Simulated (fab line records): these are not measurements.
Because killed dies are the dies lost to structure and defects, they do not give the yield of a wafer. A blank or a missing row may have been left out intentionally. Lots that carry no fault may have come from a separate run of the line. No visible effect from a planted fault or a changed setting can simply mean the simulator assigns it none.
Problem report, 8D (eight disciplines) form, completed by code	flow n5-finfet	the parts of the form that need people (team, actions taken, sign-off) are left out

1. WHAT IS WRONG
At N5_BEOL_M1_ALD_98, susceptor-temp-C averages 97.64 C over 6 wafers from 2 lots, while fault-free wafers read 100.02 C, standard deviation 0.13. That is -18 standard deviations from the usual mean.
The step: deposits SiO2, target thk 2.5 nm, pulse time 1 s, co reactant pulse time 1 s.
Earliest sighting: wafer L588.1 on ald-sin-02 at day 8 20:13. At this step, 28 wafers from 10 lots have a number in the record. Rule for "out", or "out of limits": more than 4 standard deviations from the usual mean. The other wafers with a number count as sound.

2. WHAT IT IS; WHAT IT IS NOT
question	is	is not
which readings at this step	susceptor-temp-C	heater-power-w, precursor-pulse-height-rel
which lots	L588, L593	L577, L578, L579, L580, L582, L597, L598, L599
which wafers of those lots	all that have a number	-
read on which tools	ald-sin-02	ald-sin-01, ald-sin-03
when	from day 8 20:13	up to then (15 sound wafers); but 7 sound wafers of L597, L598, L599 came after

3. WHAT RULES OUT EACH SUSPECT
Counting: a tool at any process step up to the reading remains a suspect when it ran all the lots that are out and ran no sound lot after the first of those.
- ald-sin-02 at N5_BEOL_M1_ALD_98 (deposits SiO2, target thk 2.5 nm, pulse time 1 s, co reactant pulse time 1 s): kept. Every lot that is out went through it, starting with L588 (day 8 20:13), and after that it ran no sound lot; the last sound lot it ran before then is L580 (day 6 18:10). Its own readings are out on those wafers: susceptor-temp-C.
After counting, what remains is ald-sin-02 at N5_BEOL_M1_ALD_98.

4. THE CAUSE (what the simulator had put in)
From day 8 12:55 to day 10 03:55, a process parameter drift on ald-sin-02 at N5_BEOL_M1_ALD_98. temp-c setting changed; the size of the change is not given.
Counting left only this tool.

5. SEQUENCE OF EFFECTS, ordered by route
Each row: a reading where the mean over the struck wafers with a number is more than 3 standard deviations away from the usual. Only readings for which the record gives a usual standard deviation are gone through. hours: the time from each lot's start at the first step in this table that gives one to its start at this step, as a median over the lots. sigmas: the change in usual standard deviations.
hours	step	reading	usual	on struck wafers	change	sigmas
0	N5_BEOL_M1_ALD_98	susceptor-temp-C	100.02 C	97.64	-2.38	-18
Its process steps:
- N5_BEOL_M1_ALD_98: deposits SiO2, target thk 2.5 nm, pulse time 1 s, co reactant pulse time 1 s.
At these later measuring or inspecting steps, every struck wafer for which the step has a row has a number for every such reading, and none has moved that far: N5_BEOL_M4_RC_MEAS_101.

6. HOW IT WOULD HAVE BEEN CAUGHT EARLIER
First out-of-limits reading in this record: day 8 20:13, which is 7 hours after fault onset at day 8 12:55.
